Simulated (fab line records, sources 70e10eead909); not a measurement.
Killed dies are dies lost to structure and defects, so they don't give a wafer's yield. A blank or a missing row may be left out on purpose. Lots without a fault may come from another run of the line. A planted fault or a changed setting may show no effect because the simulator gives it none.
Which tool did it? | flow nand_harc | 12 lots, 36 wafers sampled, at 4 steps of a route of 1159

WHAT THE GAUGES READ, wafer by wafer
NHARC_A_M1_THK_MEAS_24: measures by xrf.
lot  | measured     | on            | thk_nm (nm)
L074 | day 17 21:13 | film_metro-02 | 155.5 155.3 154.9
L076 | day 18 08:11 | film_metro-02 | 155.4 158.2 156.2
L080 | day 19 03:59 | film_metro-02 | 156.0 154.5 154.5
L078 | day 19 13:46 | film_metro-02 | 154.8 153.6 155.0
L083 | day 20 03:43 | film_metro-02 | 157.9 153.3 157.8
L085 | day 21 00:53 | film_metro-02 | 155.3 152.5 154.5
L087 | day 21 05:43 | film_metro-02 | 152.8 154.6 155.8
L092 | day 21 20:14 | film_metro-02 | 153.9 155.7 153.5
L090 | day 22 07:24 | film_metro-01 | 151.4 153.4 153.4
L093 | day 22 17:49 | film_metro-02 | 155.0 157.0 155.0
L096 | day 23 12:17 | film_metro-01 | 156.0 154.6 157.2
L097 | day 23 15:40 | film_metro-02 | 156.3 153.8 156.2

WHICH TOOL RAN EACH LOT (tool, then ch and the chambers of the sampled wafers, then the start)
lot  | NHARC_A_M1_ETCH_35                 | NHARC_A_M1_PRE_CLEAN_30                 | NHARC_A_M1_PVD_21
L074 | rie_diel-04 ch 0,2,3, day 17 18:53 | pvd_sputter-02, day 17 21:13 or earlier | pvd_sputter-02, day 17 21:13 or earlier
L076 | rie_diel-05 ch 1,2,3, day 18 05:31 | pvd_sputter-02, day 18 08:11 or earlier | pvd_sputter-02, day 18 08:11 or earlier
L080 | rie_diel-05 ch 0,1, day 19 01:33   | pvd_sputter-03, day 19 03:59 or earlier | pvd_sputter-03, day 19 03:59 or earlier
L078 | rie_diel-04 ch 0,1, day 19 11:26   | pvd_sputter-03, day 19 13:46 or earlier | pvd_sputter-03, day 19 13:46 or earlier
L083 | rie_diel-03 ch 1,2,3, day 20 01:21 | pvd_sputter-01, day 20 03:43 or earlier | pvd_sputter-01, day 20 03:43 or earlier
L085 | rie_diel-03 ch 1,2, day 20 22:31   | pvd_sputter-03, day 21 00:53 or earlier | pvd_sputter-03, day 21 00:53 or earlier
L087 | rie_diel-05 ch 0,2,3, day 21 03:20 | pvd_sputter-01, day 21 05:43 or earlier | pvd_sputter-01, day 21 05:43 or earlier
L092 | rie_diel-03 ch 0,2, day 21 17:38   | pvd_sputter-02, day 21 20:14 or earlier | pvd_sputter-02, day 21 20:14 or earlier
L090 | rie_diel-03 ch 0,1,2, day 22 05:02 | pvd_sputter-02, day 22 07:24 or earlier | pvd_sputter-02, day 22 07:24 or earlier
L093 | rie_diel-04 ch 0,1,3, day 22 15:18 | pvd_sputter-02, day 22 17:49 or earlier | pvd_sputter-02, day 22 17:49 or earlier
L096 | rie_diel-04 ch 2,3, day 23 09:58   | pvd_sputter-02, day 23 12:17 or earlier | pvd_sputter-02, day 23 12:17 or earlier
L097 | rie_diel-04 ch 1,3, day 23 13:20   | pvd_sputter-01, day 23 15:40 or earlier | pvd_sputter-01, day 23 15:40 or earlier
- NHARC_A_M1_ETCH_35: etches the open film in N2/H2, target depth 40 nm, overetch 12 nm, time 43.94 s.
- NHARC_A_M1_PRE_CLEAN_30: time 30 s.
- NHARC_A_M1_PVD_21: deposits Cu, target thk 30 nm, time 20.49 s.

THE ANSWER, worked out from the rows above alone
Rule: what is usual is taken from the lots themselves. Put in order of their means at a reading, lots are off if they are a third of the lots or fewer, leave a main group of 4 or more, and stand apart from it by a gap of 3 or more times the standard deviation of the main group's means; of several such gaps the widest counts. A main group whose means are all the same, to the digits that the tables above print for the reading, isn't used. A lot without any number at a reading at which 4 lots or more have one is off too. The other lots that the step has rows for count as sound.
No lot is off at any reading shown: from this, nothing can be told.

WHAT THE SIMULATOR HAD PUT IN
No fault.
